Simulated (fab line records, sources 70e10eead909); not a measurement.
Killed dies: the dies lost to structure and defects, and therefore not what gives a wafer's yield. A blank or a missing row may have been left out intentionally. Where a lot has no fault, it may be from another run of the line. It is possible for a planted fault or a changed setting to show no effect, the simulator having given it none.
fab line records    flow nandHarc
[record] lots = 7  wafers = 21  lastDay = 23
route steps=1159 shown A_WL_FILL@822 END@1159
lots with no fault: from the same line, run without faults
startH: the number of hours between the record's first day and the start of the first shown wafer of the lot    waitH: time in hours since the lot's previous step    " as in the row above    L1.1+2: a row that stands for several wafers    - no value, or no start was given    * or withheld: withheld    < > ~ a bound
route shown NAME@n: names a module that has steps shown in the file, with the first one's number in the route    usual: mean/standard deviation taken from wafers without a fault    same: alike in all rows    chamber/n: place in a boat    sites: each site's reading    _std_site: the standard deviation of these    _edge_site: the outer-site mean with the inner-site mean subtracted    radiusMm: for every site, how far away it sits from the centre of the wafer    mask NAME#n: copy n    behind: the tool/chamber that last shaped the wafer    hold: why the lot was held/for how many hours/how that ended    device: the n, p or np transistor that did not switch    end of line: at the end of the route, the tests of the same wafers    a step given without rows: its recipe and nothing more    killed: at the first sort, the dies lost to defects and structure; wafer yield is something else    map: the dies of a wafer, with x for killed, . for not killed, _ for no die there
set.NAME: the setting that was run; set.NAME@STEP: the one run at that earlier step    model.NAME: the simulator's own value behind a step, which no gauge read
a table for each step, a row for each wafer; lots at some steps of the route
services: the hour from which a tool's chamber was out of use, counted from the record's first day as startH (under 0 if before that day), plus the number of hours and why
[[steps]]
[step NHARC_A_WL_FILL_ALD_10]
[recipe] targetThkA = 500  pulseTimeS = 10  aldCycles = 500  tempC = 300  material = SiO2
[usual] heaterPowerW = 464/62  precursorPulseHeightRel = 1.001/0.02
lot.wafer  tool      chamber  startH  waitH  heaterPowerW  precursorPulseHeightRel
L678.3     aldHk-01  3        345.94  1.1    469           1.029
L678.1     "         0        "       "      366           0.980
L678.6     "         1        "       "      557           0.994
L685.3     aldHk-04  0        398.91  0.1    458           1.002
L685.4     "         1        "       "      445           1.003
L685.5     "         1        401.43  2.6    439           1.045
L688.4     aldHk-02  2        430.29  1.8    453           1.030
L688.6     "         3        "       "      563           1.045
L688.5     "         0        "       "      519           0.964
L693.2     aldHk-04  1        439.64  0.6    449           0.975
L693.3     "         2        "       "      488           1.015
L693.6     "         0        441.20  2.1    463           0.991
L694.2     aldHk-01  0        440.14  1.1    333           1.008
L694.1     "         1        "       "      554           1.002
L694.6     "         2        "       "      383           0.993
L695.2     aldHk-02  2        453.10  0.1    450           0.992
L695.4     "         3        "       "      544           0.950
L695.1     "         0        "       "      516           1.024
L696.4     aldHk-01  1        453.10  0.1    546           1.015
L696.2     "         0        454.67  1.6    333           0.993
L696.6     "         2        455.71  2.7    392           0.985
[step NHARC_A_WL_FILL_ETCHBACK_16]
[recipe] targetDepthA = 880  timeS = 17.6  c4f8FlowSccm = withheld  o2FlowSccm = 8  arFlowSccm = withheld  rfW = 600  biasW = 800  chemistry = C4F8/O2/Ar
[usual] oesProductAu = 0.97/0.034  rfVppV = 724/4.2
lot.wafer  tool        chamber  startH  waitH  oesProductAu  rfHoursCounterH  rfVppV
L678.1     rieDiel-09  3        -       -      1.01          3.1              722
L678.3     "           1        "       "      0.98          4.2              720
L678.6     "           3        "       "      1.01          -                722
L685.3     rieDiel-09  3        -       -      0.94          5.0              723
L685.4     "           1        "       "      0.91          6.0              721
L685.5     "           3        "       "      0.93          -                723
L688.4     rieDiel-10  2        -       -      0.97          1.5              719
L688.6     "           2        "       "      0.99          -                718
L688.5     "           3        "       "      1.01          -                722
L694.1     rieDiel-09  3        -       -      1.01          0.1              721
L694.2     "           0        "       "      1.00          0.1              728
L694.6     "           2        "       "      1.01          -                720
L693.3     rieDiel-10  3        -       -      1.01          1.7              724
L693.2     "           2        "       "      0.98          1.7              719
L693.6     "           3        "       "      1.00          -                723
L695.2     rieDiel-02  1        -       -      0.98          10.3             716
L695.1     "           2        "       "      1.02          10.3             728
L695.4     "           3        "       "      1.00          9.4              728
L696.4     rieDiel-09  1        -       -      0.99          0.4              721
L696.2     "           2        "       "      1.00          0.4              719
L696.6     "           0        "       "      1.01          -                728
[step NHARC_A_WL_FILL_STRIP_29]
[recipe] timeS = 20  o2FlowSccm = 500  arFlowSccm = 0  biasW = 0  chemistry = O2
[usual] drypumpMotorCurrentA = 6.0/0.32  oesProductAu = 0.998/0.012  rfVppV = 57.7/0.89  showerheadPlenumPTorr = 3.54/0.14  throttleValvePct = 17.035/0.009
lot.wafer  tool        chamber  startH  waitH  drypumpMotorCurrentA  oesProductAu  rfHoursCounterH  rfVppV  showerheadPlenumPTorr  throttleValvePct
L678.1     rieDiel-09  0        349.67  0.1    6.3                   0.990         2.6              58.3    3.70                   17.035
L678.3     "           2        "       "      5.5                   0.999         4.2              57.6    3.42                   17.026
L678.6     "           0        "       "      6.3                   1.006         -                59.0    3.70                   17.034
L685.4     rieDiel-09  3        403.59  0.1    6.3                   1.006         5.1              58.7    3.50                   17.031
L685.3     "           0        "       "      6.4                   0.999         4.4              58.9    3.70                   17.039
L685.5     "           1        "       "      5.5                   0.983         -                57.2    3.46                   17.026
L688.4     rieDiel-10  2        433.47  0.1    6.0                   0.979         1.5              57.7    3.36                   17.052
L688.5     "           3        "       "      6.2                   1.008         -                56.6    3.53                   17.053
L688.6     "           0        "       "      6.2                   1.006         -                57.8    3.55                   17.027
L694.1     rieDiel-09  1        443.82  0.1    5.5                   0.977         0.1              55.9    3.46                   17.040
L694.2     "           2        "       "      5.5                   1.005         0.1              57.2    3.42                   17.037
L694.6     "           3        "       "      6.3                   1.006         -                57.3    3.50                   17.035
L693.3     rieDiel-10  0        443.89  0.1    6.1                   1.003         1.7              56.2    3.55                   17.038
L693.2     "           1        "       "      5.8                   1.004         1.6              57.9    3.80                   17.028
L693.6     "           3        "       "      6.2                   1.018         -                57.7    3.53                   17.030
L696.4     rieDiel-09  1        457.88  0.1    5.5                   0.984         0.4              58.9    3.46                   17.044
L696.2     "           2        "       "      5.6                   1.003         0.4              57.2    3.42                   17.043
L696.6     "           0        "       "      6.3                   1.003         -                57.6    3.70                   17.036
L695.1     rieDiel-02  3        457.97  0.2    5.8                   1.009         9.4              57.0    3.70                   17.050
L695.2     "           0        "       "      5.7                   1.020         9.4              59.8    3.59                   17.039
L695.4     "           1        "       "      6.3                   1.006         10.4             57.7    3.29                   17.038
[step NHARC_A_WL_FILL_ETCHBACK_17]
[recipe] targetDepthA = 40  timeS = 26.7  chemistry = Cl2/BCl3
[step NHARC_A_WL_FILL_PRECLEAN_18]
[recipe] timeS = 30  chemistry = dHF
[step NHARC_A_WL_FILL_SRD_21]
[step NHARC_A_WL_FILL_CVD_23]
[recipe] targetThkA = 400  tempC = 620  pressureMtorr = 200  timeS = 800  material = poly-Si
[step NHARC_A_WL_FILL_ETCHBACK_26]
[recipe] targetDepthA = 520  timeS = 13.3  hbrFlowSccm = 150  rfW = 350  icpW = 350  biasW = 60  chemistry = HBr
[usual] drypumpMotorCurrentA = 5.9/0.56  oesProductAu = 1.000/0.01  throttleValvePct = 23.265/0.0098
lot.wafer  tool      chamber  startH  waitH  drypumpMotorCurrentA  oesProductAu  rfHoursCounterH  throttleValvePct
L678.3     rieSi-01  1        355.13  0.4    6.4                   1.010         0.3              23.264
L678.1     "         2        "       "      5.6                   1.005         0.1              23.272
L678.6     "         0        "       "      6.7                   1.007         -                23.249
L685.4     rieSi-01  2        409.13  0.4    5.6                   0.996         0.5              23.247
L685.3     "         3        "       "      6.4                   0.994         0.6              23.266
L685.5     "         0        "       "      6.6                   0.999         -                23.252
L688.4     rieSi-01  3        438.56  0.4    6.3                   1.001         0.8              23.270
L688.6     "         3        "       "      6.4                   1.005         -                23.262
L688.5     "         0        "       "      6.7                   0.990         -                23.254
L694.2     rieSi-01  2        449.15  0.4    5.5                   1.003         0.7              23.262
L694.1     "         3        "       "      6.4                   0.991         0.9              23.266
L694.6     "         2        "       "      5.5                   1.012         -                23.268
L693.3     rieSi-04  2        449.15  0.4    5.7                   0.993         1.0              23.288
L693.2     "         3        "       "      5.5                   1.007         1.2              23.277
L693.6     "         2        "       "      5.7                   1.002         -                23.266
L696.2     rieSi-04  0        462.98  0.4    6.1                   1.008         0                23.254
L696.4     "         1        "       "      4.8                   0.993         0                23.254
L696.6     "         0        "       "      6.2                   1.004         -                23.277
L695.1     rieSi-02  0        463.01  0.4    5.0                   0.996         0.5              23.265
L695.2     "         1        "       "      5.6                   1.018         0.5              23.281
L695.4     "         2        "       "      5.7                   0.990         0.5              23.268
[step NHARC_A_WL_FILL_PRECLEAN_30]
[recipe] timeS = 10  chemistry = dHF
[step NHARC_A_WL_FILL_SRD_14]
[step NHARC_A_WL_FILL_ALD_19]
[recipe] targetThkA = 20  pulseTimeS = 3  aldCycles = 100  tempC = 450  material = TiN
[usual] heaterPowerW = 1065/120  precursorPulseHeightRel = 1.001/0.019
lot.wafer  tool         chamber  startH  waitH  heaterPowerW  precursorPulseHeightRel
L678.3     aldMetal-03  3        355.41  0.1    1040          0.992
L678.1     "            1        "       "      1028          1.009
L678.6     "            3        "       "      1018          1.005
L685.4     aldMetal-03  2        409.37  0.1    1063          0.976
L685.3     "            0        "       "      970           0.971
L685.5     "            3        "       "      1035          0.997
L688.4     aldMetal-01  2        438.86  0.1    843           0.995
L688.6     "            0        "       "      1068          0.976
L688.5     "            1        "       "      1027          0.999
L693.2     aldMetal-01  3        449.42  0.1    941           0.989
L693.3     "            0        "       "      1079          0.992
L693.6     "            3        "       "      985           0.983
L694.1     aldMetal-03  3        449.46  0.1    1034          0.973
L694.2     "            0        "       "      984           1.024
L694.6     "            1        "       "      1017          0.951
L696.2     aldMetal-03  2        463.28  0.1    1065          1.033
L696.4     "            3        "       "      1028          1.006
L696.6     "            2        "       "      1074          0.995
L695.4     aldMetal-02  0        463.28  0.1    1036          0.993
L695.1     "            2        "       "      1248          0.997
L695.2     "            3        "       "      1265          0.987
[step NHARC_A_WL_FILL_CVD_20]
[recipe] targetThkA = 750  tempC = 300  pressureTorr = 40  wf6FlowSccm = 40  h2FlowSccm = 1600  arFlowSccm = 1560  timeS = 5064  material = W
[usual] chamberPressureTorr = 39.99/0.092  heaterPowerOuterW = 285/29  heaterPowerW = 481/49  mfcH2Sccm = 1600/5  throttleValvePct = 8.0/0.36
lot.wafer  tool     chamber  startH  waitH  chamberPressureTorr  heaterPowerOuterW  heaterPowerW  mfcH2Sccm  throttleValvePct
L678.1     cvdW-02  0        356.32  -      39.78                339                545           1601       7.5
L678.3     "        1        "       "      39.96                248                424           1600       8.3
L678.6     "        0        359.21  -      39.91                326                544           1593       7.6
L685.4     cvdW-01  0        411.33  -      40.08                266                431           1601       7.8
L685.3     "        1        "       "      39.86                299                527           1603       8.5
L685.5     "        1        413.49  -      40.13                294                518           1605       8.4
L688.4     cvdW-01  0        441.19  -      40.02                266                426           1601       8.1
L688.5     "        1        "       "      40.10                313                529           1605       8.5
L688.6     "        0        "       "      40.01                264                431           1602       7.8
L694.2     cvdW-01  1        449.62  -      -                    -                  -             -          -
L694.1     "        0        "       "      -                    -                  -             -          -
L694.6     "        1        452.43  -      -                    -                  -             -          -
L693.2     cvdW-02  1        449.63  -      -                    -                  -             -          -
L693.3     "        0        451.81  -      -                    -                  -             -          -
L693.6     "        1        "       "      -                    -                  -             -          -
L695.1     cvdW-02  0        463.90  -      40.00                324                542           1604       7.6
L695.2     "        1        "       "      40.06                267                458           1598       8.3
L695.4     "        1        466.04  -      40.02                258                457           1603       8.4
L696.2     cvdW-01  0        464.18  -      -                    -                  -             -          -
L696.4     "        1        "       "      -                    -                  -             -          -
L696.6     "        0        467.03  -      -                    -                  -             -          -
[step NHARC_A_WL_FILL_CMP_12]
[recipe] tOverpolishS = 30  targetThkNm = 75
[usual] motorCurrentA = 11.9/1.2  overpolishRunS = 29.999/0.0089  timeToEndpointS = 14.5/2.2
lot.wafer  tool    chamber  startH  waitH  motorCurrentA  overpolishRunS  timeToEndpointS
L678.3     cmp-01  3        360.69  2.9    12.2           30.001          12.3
L678.1     "       0        "       "      11.2           30.010          12.8
L678.6     "       2        "       "      12.7           29.998          12.3
L685.4     cmp-01  0        414.94  2.9    12.1           30.001          12.1
L685.3     "       2        "       "      12.6           29.981          11.8
L685.5     "       1        "       "      9.7            29.986          13.7
L688.4     cmp-02  0        444.17  2.3    13.6           29.990          16.6
L688.6     "       1        "       "      12.6           30.005          17.5
L688.5     "       2        "       "      12.5           30.007          18.8
L694.1     cmp-01  3        454.59  3.6    12.3           29.995          0.0
L694.2     "       0        "       "      11.2           30.002          0.0
L694.6     "       3        "       "      12.2           30.001          0.0
L693.2     cmp-01  3        454.75  4.4    12.2           30.001          0.0
L693.3     "       1        "       "      9.7            30.002          0.0
L693.6     "       0        "       "      11.5           30.004          0.1
L696.2     cmp-04  1        468.53  3.6    10.1           30.010          0.0
L696.4     "       2        "       "      12.7           30.008          0.0
L696.6     "       3        "       "      10.6           29.996          1.6
L695.1     cmp-01  1        468.93  4.3    9.7            29.985          17.6
L695.2     "       2        "       "      11.9           30.000          10.3
L695.4     "       3        "       "      12.3           30.010          14.2
[step NHARC_END_SORT_01]
[recipe] tempC = 25
[usual] killedAtArray = 28/11  killedAtOther = 0.7/1.1  killedAtPeriphery = 2.9/2  killedDies = 32/11  killedOpen = 3.2/1.8  killedShort = 2.0/1.4
[same] grossDies = 677
lot.wafer  tool       chamber  startH  waitH  killedAtArray  killedAtOther  killedAtPeriphery  killedDies  killedOpen  killedShort
L685.3     prober-02  0        494.07  3.1    33             1              1                  35          3           1
L685.4     prober-02  0        494.87  3.4    29             1              2                  32          3           1
L685.5     prober-02  0        495.67  3.7    26             3              3                  32          2           3
L688.4     prober-02  0        520.14  3.4    24             0              6                  30          2           0
L688.5     prober-02  0        520.94  3.7    22             0              0                  22          3           2
L688.6     prober-02  0        521.74  4.0    28             0              3                  31          4           3
L694.1     prober-01  0        534.04  2.5    674            2              1                  677         1           1
L694.2     prober-01  0        534.83  2.8    676            0              1                  677         3           1
L694.6     prober-01  0        538.00  4.0    676            1              0                  677         3           2
L693.2     prober-02  0        534.82  2.8    671            3              3                  677         6           3
L693.3     prober-02  0        535.63  3.1    669            0              8                  677         11          4
L693.6     prober-02  0        538.05  4.0    668            4              5                  677         6           2
L696.2     prober-01  0        548.69  2.8    673            1              3                  677         3           1
L696.4     prober-01  0        550.29  3.4    675            1              1                  677         2           1
L696.6     prober-01  0        551.89  4.0    674            1              2                  677         0           0
// killed by level:class
L685.3 A_CHANNEL_HOLE_D1:chamberFilmFlake=20 A_CONTACT:chamberFilmFlake=6 A_WL_FILL:chamberFilmFlake=3 P_M2:geometricParticle:short=1 A_SGD_CUT:geometricParticle:open=1 A_CONTACT:geometricParticle:open=1 A_BLC:geometricParticle:open=1 A_STAIRCASE:chamberFilmFlake=1
L685.4 A_CHANNEL_HOLE_D1:chamberFilmFlake=18 A_CONTACT:chamberFilmFlake=4 P_M0:geometricParticle:open=1 A_CHANNEL_FILL_D1:geometricParticle:short=1 A_CONTACT:geometricParticle:open=1 A_BLC:geometricParticle:open=1 P_GATE:chamberFilmFlake=1 A_CHANNEL_FILL_D1:chamberFilmFlake=1
L685.5 A_CHANNEL_HOLE_D1:chamberFilmFlake=16 P_GATE:chamberFilmFlake=3 A_STAIRCASE:chamberFilmFlake=3 THIN_TSV:chamberFilmFlake=3 A_CONTACT:chamberFilmFlake=2 A_WL_FILL:geometricParticle:short=1 A_CONTACT:geometricParticle:short=1 A_BLC:geometricParticle:short=1
L688.4 A_SLIT:chamberFilmFlake=10 A_CHANNEL_HOLE_D1:chamberFilmFlake=4 A_CONTACT:chamberFilmFlake=4 P_GATE:chamberFilmFlake=3 A_ZERO_WELL:chamberFilmFlake=2 A_CONTACT:geometricParticle:open=1 A_M0:geometricParticle:open=1 P_M0:chamberFilmFlake=1
L688.5 A_SLIT:chamberFilmFlake=7 A_CHANNEL_HOLE_D1:chamberFilmFlake=6 A_ZERO_WELL:chamberFilmFlake=2 A_ONON_D1:geometricParticle:open=1 A_CHANNEL_HOLE_D1:geometricParticle:short=1 A_WL_FILL:geometricParticle:short=1 A_CONTACT:geometricParticle:open=1 A_M1:geometricParticle:open=1
L688.6 A_SLIT:chamberFilmFlake=13 A_CONTACT:chamberFilmFlake=4 A_CHANNEL_HOLE_D1:chamberFilmFlake=3 A_CHANNEL_FILL_D1:geometricParticle:open=2 A_WL_FILL:geometricParticle:short=2 A_CONTACT:geometricParticle:open=2 P_M0:chamberFilmFlake=2 A_ZERO_WELL:chamberFilmFlake=2
L694.1 A_WL_FILL:areaCvd=649 A_CHANNEL_HOLE_D1:chamberFilmFlake=17 A_SGD_CUT:chamberFilmFlake=2 A_WL_FILL:chamberFilmFlake=2 THIN_TSV:chamberFilmFlake=2 P_M2:geometricParticle:short=1 A_CONTACT:geometricParticle:open=1 A_CHANNEL_FILL_D1:chamberFilmFlake=1
L693.2 A_WL_FILL:areaCvd=643 A_SLIT:chamberFilmFlake=12 A_CHANNEL_HOLE_D1:chamberFilmFlake=5 A_STAIRCASE:chamberFilmFlake=2 A_CONTACT:chamberFilmFlake=2 THIN_TSV:chamberFilmFlake=2 P_CONTACT:geometricParticle:open=1 P_M0:geometricParticle:open=1
L694.2 A_WL_FILL:areaCvd=636 A_CHANNEL_HOLE_D1:chamberFilmFlake=25 A_STAIRCASE:chamberFilmFlake=7 A_M0:geometricParticle:open=2 A_WL_FILL:chamberFilmFlake=2 P_CONTACT:geometricParticle:open=1 A_ONON_D1:geometricParticle:short=1 A_SGD_CUT:chamberFilmFlake=1
L693.3 A_WL_FILL:areaCvd=627 A_SLIT:chamberFilmFlake=16 A_STAIRCASE:chamberFilmFlake=5 A_BLC:geometricParticle:open=4 P_ZERO_WELL:chamberFilmFlake=4 A_CHANNEL_HOLE_D1:chamberFilmFlake=4 A_CONTACT:chamberFilmFlake=3 A_SGD_CUT:geometricParticle:open=2
L694.6 A_WL_FILL:areaCvd=651 A_CHANNEL_HOLE_D1:chamberFilmFlake=12 A_SGD_CUT:chamberFilmFlake=3 A_CONTACT:chamberFilmFlake=3 A_WL_FILL:chamberFilmFlake=2 A_SGD_CUT:geometricParticle:open=1 A_CONTACT:geometricParticle:open=1 A_CONTACT:geometricParticle:short=1
L693.6 A_WL_FILL:areaCvd=640 A_SLIT:chamberFilmFlake=11 P_ZERO_WELL:chamberFilmFlake=4 A_CHANNEL_HOLE_D1:chamberFilmFlake=4 THIN_TSV:chamberFilmFlake=4 A_STAIRCASE:chamberFilmFlake=3 A_CONTACT:chamberFilmFlake=3 A_CONTACT:geometricParticle:open=2
L696.2 A_WL_FILL:areaCvd=654 A_CHANNEL_HOLE_D1:chamberFilmFlake=7 A_CONTACT:chamberFilmFlake=3 A_M0:geometricParticle:open=2 A_WL_FILL:chamberFilmFlake=2 A_M0:chamberFilmFlake=2 P_CONTACT:geometricParticle:short=1 A_CHANNEL_FILL_D1:geometricParticle:open=1
L696.4 A_WL_FILL:areaCvd=660 A_STAIRCASE:chamberFilmFlake=6 A_CHANNEL_HOLE_D1:chamberFilmFlake=3 A_CONTACT:chamberFilmFlake=2 P_M1:geometricParticle:short=1 A_STAIRCASE:geometricParticle:open=1 A_SGD_CUT:geometricParticle:open=1 A_WL_FILL:chamberFilmFlake=1
L696.6 A_WL_FILL:areaCvd=660 A_CHANNEL_HOLE_D1:chamberFilmFlake=6 A_CONTACT:chamberFilmFlake=3 P_GATE:chamberFilmFlake=2 A_STAIRCASE:chamberFilmFlake=2 A_WL_FILL:chamberFilmFlake=2 A_M0:chamberFilmFlake=1 THIN_TSV:chamberFilmFlake=1
// map L693.2 (x killed, . not)
____________x____________
_________xxxxxxx_________
_______xxxxxxxxxxx_______
______xxxxxxxxxxxxx______
_____xxxxxxxxxxxxxxx_____
____xxxxxxxxxxxxxxxxx____
____xxxxxxxxxxxxxxxxx____
___xxxxxxxxxxxxxxxxxxx___
___xxxxxxxxxxxxxxxxxxx___
__xxxxxxxxxxxxxxxxxxxxx__
__xxxxxxxxxxxxxxxxxxxxx__
_xxxxxxxxxxxxxxxxxxxxxxx_
_xxxxxxxxxxxxxxxxxxxxxxx_
_xxxxxxxxxxxxxxxxxxxxxxx_
_xxxxxxxxxxxxxxxxxxxxxxx_
_xxxxxxxxxxxxxxxxxxxxxxx_
xxxxxxxxxxxxxxxxxxxxxxxxx
xxxxxxxxxxxxxxxxxxxxxxxxx
xxxxxxxxxxxxxxxxxxxxxxxxx
xxxxxxxxxxxxxxxxxxxxxxxxx
xxxxxxxxxxxxxxxxxxxxxxxxx
_xxxxxxxxxxxxxxxxxxxxxxx_
_xxxxxxxxxxxxxxxxxxxxxxx_
_xxxxxxxxxxxxxxxxxxxxxxx_
_xxxxxxxxxxxxxxxxxxxxxxx_
_xxxxxxxxxxxxxxxxxxxxxxx_
__xxxxxxxxxxxxxxxxxxxxx__
__xxxxxxxxxxxxxxxxxxxxx__
___xxxxxxxxxxxxxxxxxxx___
___xxxxxxxxxxxxxxxxxxx___
____xxxxxxxxxxxxxxxxx____
____xxxxxxxxxxxxxxxxx____
_____xxxxxxxxxxxxxxx_____
______xxxxxxxxxxxxx______
_______xxxxxxxxxxx_______
_________xxxxxxx_________
____________x____________
// map L694.1 (x killed, . not)
____________x____________
_________xxxxxxx_________
_______xxxxxxxxxxx_______
______xxxxxxxxxxxxx______
_____xxxxxxxxxxxxxxx_____
____xxxxxxxxxxxxxxxxx____
____xxxxxxxxxxxxxxxxx____
___xxxxxxxxxxxxxxxxxxx___
___xxxxxxxxxxxxxxxxxxx___
__xxxxxxxxxxxxxxxxxxxxx__
__xxxxxxxxxxxxxxxxxxxxx__
_xxxxxxxxxxxxxxxxxxxxxxx_
_xxxxxxxxxxxxxxxxxxxxxxx_
_xxxxxxxxxxxxxxxxxxxxxxx_
_xxxxxxxxxxxxxxxxxxxxxxx_
_xxxxxxxxxxxxxxxxxxxxxxx_
xxxxxxxxxxxxxxxxxxxxxxxxx
xxxxxxxxxxxxxxxxxxxxxxxxx
xxxxxxxxxxxxxxxxxxxxxxxxx
xxxxxxxxxxxxxxxxxxxxxxxxx
xxxxxxxxxxxxxxxxxxxxxxxxx
_xxxxxxxxxxxxxxxxxxxxxxx_
_xxxxxxxxxxxxxxxxxxxxxxx_
_xxxxxxxxxxxxxxxxxxxxxxx_
_xxxxxxxxxxxxxxxxxxxxxxx_
_xxxxxxxxxxxxxxxxxxxxxxx_
__xxxxxxxxxxxxxxxxxxxxx__
__xxxxxxxxxxxxxxxxxxxxx__
___xxxxxxxxxxxxxxxxxxx___
___xxxxxxxxxxxxxxxxxxx___
____xxxxxxxxxxxxxxxxx____
____xxxxxxxxxxxxxxxxx____
_____xxxxxxxxxxxxxxx_____
______xxxxxxxxxxxxx______
_______xxxxxxxxxxx_______
_________xxxxxxx_________
____________x____________
[[services]]
tool         chamber  startH  hours  kind
aldMetal-03  -        322.00  10.0   pm
rieDiel-02   -        327.70  9.0    pm
rieDiel-09   -        329.72  0.4    repair
aldMetal-03  -        334.84  0.2    repair
rieSi-01     2        338.03  4.5    repair
rieDiel-09   0        342.52  5.1    repair
rieDiel-02   1        344.12  2.8    repair
rieDiel-10   -        353.50  9.0    pm
aldMetal-03  -        355.94  0.6    repair
rieSi-01     2        358.77  4.3    repair
rieDiel-09   0        372.51  3.0    repair
rieDiel-10   0        372.66  6.3    repair
cmp-01       -        375.50  4.0    pm
cvdW-02      -        377.15  13.0   pm
rieDiel-09   -        390.25  0.7    repair
rieDiel-02   -        392.10  1.8    repair
rieDiel-10   -        392.80  0.1    repair
rieDiel-09   3        404.75  5.5    repair
cvdW-02      0        408.94  4.0    repair
cmp-01       -        422.37  7.6    repair
rieDiel-09   -        431.10  9.0    pm
cmp-01       -        455.11  1.2    repair
rieDiel-10   -        457.48  0.5    repair
aldMetal-03  2        465.95  2.1    repair
[[key]]
[firstSign] step = NHARC_A_WL_FILL_CVD_20  reading = toolRecord  direction = missing
[effect] step = NHARC_A_WL_FILL_CMP_12  reading = timeToEndpointS  direction = down  sigmas = 6.6  usual = *  struck = *
[effect] step = NHARC_END_SORT_01  reading = killedAtArray  direction = up  sigmas = 59  usual = 28  struck = 673
[moreKillsBornAt] NHARC_A_WL_FILL_CVD_20@cvdW-01 = 3910  NHARC_A_WL_FILL_CVD_20@cvdW-02 = 1909
metAt NHARC_A_WL_FILL_CVD_20
struckWafers L693.2,L693.3,L693.6,L694.1,L694.2,L694.6,L696.2,L696.4,L696.6
laterRowsLeftOut L693.2,L693.3,L693.6,L694.1,L694.2,L694.6,L696.2,L696.4,L696.6
testerLeftOut L693,L694,L696
onsetBetween 441.19 449.62
[fault] kind = skippedStepWhole  tool = cvdW-01,cvdW-02  chamber = -  onsetH = 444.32  steps = NHARC_A_WL_FILL_CVD_20  scope = struckLotsOnly
// testerLeftOut: of these lots the tester's yield and bins aren't shown, on N5 and GAA mostly nor the transistor test; their killed dies are dies lost to structure and defects alone, not to doping, threshold or leakage, so they don't give the yield
// laterRowsLeftOut: the simulator's readings of these wafers behind a module that went badly wrong aren't trusted and aren't shown, but for the sort
